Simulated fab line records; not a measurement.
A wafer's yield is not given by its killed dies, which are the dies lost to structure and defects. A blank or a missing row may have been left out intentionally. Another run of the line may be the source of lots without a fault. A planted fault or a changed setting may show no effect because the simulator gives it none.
Problem report in the 8D (eight disciplines) form, filled by code | flow nandHarc | the parts of the form that need people (team, actions taken, sign-off) are left out

== 1. WHAT WENT WRONG ==
At NHARC_END_SORT_01, killedAtArray averages 466 over 4 wafers from 2 lots, while fault-free wafers read 29, standard deviation 13. Measured from the usual mean, that is +34 standard deviations.
Seen first at day 20 00:19 on prober-01, wafer L556.3. Wafers with a number at this step in the record: 6, from 2 lots. Rule for "out" (also "out of limits"): further than 4 standard deviations from the usual mean. The rest of the wafers with a number are treated as sound.

== 2. WHAT THIS IS AND IS NOT ==
question                    | is                             | is not
which readings at this step | killedAtArray, killedDies      | killedAtOther, killedAtPeriphery, killedOpen, killedShort
which lots                  | L556, L558                     | -
which wafers of those lots  | L556.3, L556.6, L558.4, L558.6 | L556.5, L558.5
read on which gauges        | prober-01, prober-02           | -
when                        | from day 20 00:19              | up to then (0 sound wafers); but 2 sound wafers of L556, L558 came after

== 3. SUSPECTS, AND WHAT RULES EACH OUT ==
Counting: a tool at a process step up to the reading stays a suspect if it ran every lot that is out. Sound lots after the first of them don't rule it out here, since some wafers of a struck lot are sound.
- the gauge at NHARC_END_SORT_01: ruled out. The wafers that are out were read on 2 gauges (prober-01, prober-02).
- rieDiel-08 at NHARC_A_STAIRCASE_ETCH_201 (etches the open film in C4F8/O2, target depth 100 nm, time 40.5 s): kept. It ran every lot that is out, first L556 (day 11 15:37). Its own readings are out on those wafers: runLengthS.
Remaining after the count: rieDiel-08 at NHARC_A_STAIRCASE_ETCH_201.

== 4. THE CAUSE (what the simulator had put in) ==
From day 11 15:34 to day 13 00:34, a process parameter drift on rieDiel-08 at NHARC_A_STAIRCASE_ETCH_201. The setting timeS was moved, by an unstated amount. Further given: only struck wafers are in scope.
Counting left only this tool.

== 5. THE EFFECT CHAIN, in route order ==
One row per reading whose mean, taken over the struck wafers that have a number, lies over 3 standard deviations from the usual. Only readings for which the record gives a usual standard deviation are gone through. hours: the time from each lot's start at the first step in this table that gives one to its start at this step, as a median over the lots. sigmas: the change in usual standard deviations.
hours | step                       | reading       | usual  | on struck wafers | change | sigmas
0     | NHARC_A_STAIRCASE_ETCH_201 | runLengthS    | 61.7 s | 72.3             | +10.6  | +20
204   | NHARC_END_SORT_01          | killedAtArray | 29     | 466              | +437   | +34
204   | NHARC_END_SORT_01          | killedDies    | 33     | 468              | +435   | +33
Process steps it contains:
- NHARC_A_STAIRCASE_ETCH_201: etches the open film in C4F8/O2, target depth 100 nm, time 40.5 s.

== 6. HOW IT WOULD HAVE BEEN CAUGHT EARLIER ==
The first out-of-limits reading at a measuring or inspecting step in this record came at day 20 00:19, 201 hours after the fault's start at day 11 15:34.
Tool's own readings at NHARC_A_STAIRCASE_ETCH_201, runLengthS: out on all struck wafers the step has rows for; an alarm limit on them would have tripped on the first.
Lots out: 2; all had begun NHARC_A_STAIRCASE_ETCH_201 on rieDiel-08 by day 20 00:19. Had the tool been put on hold then, not one of them would have been saved.
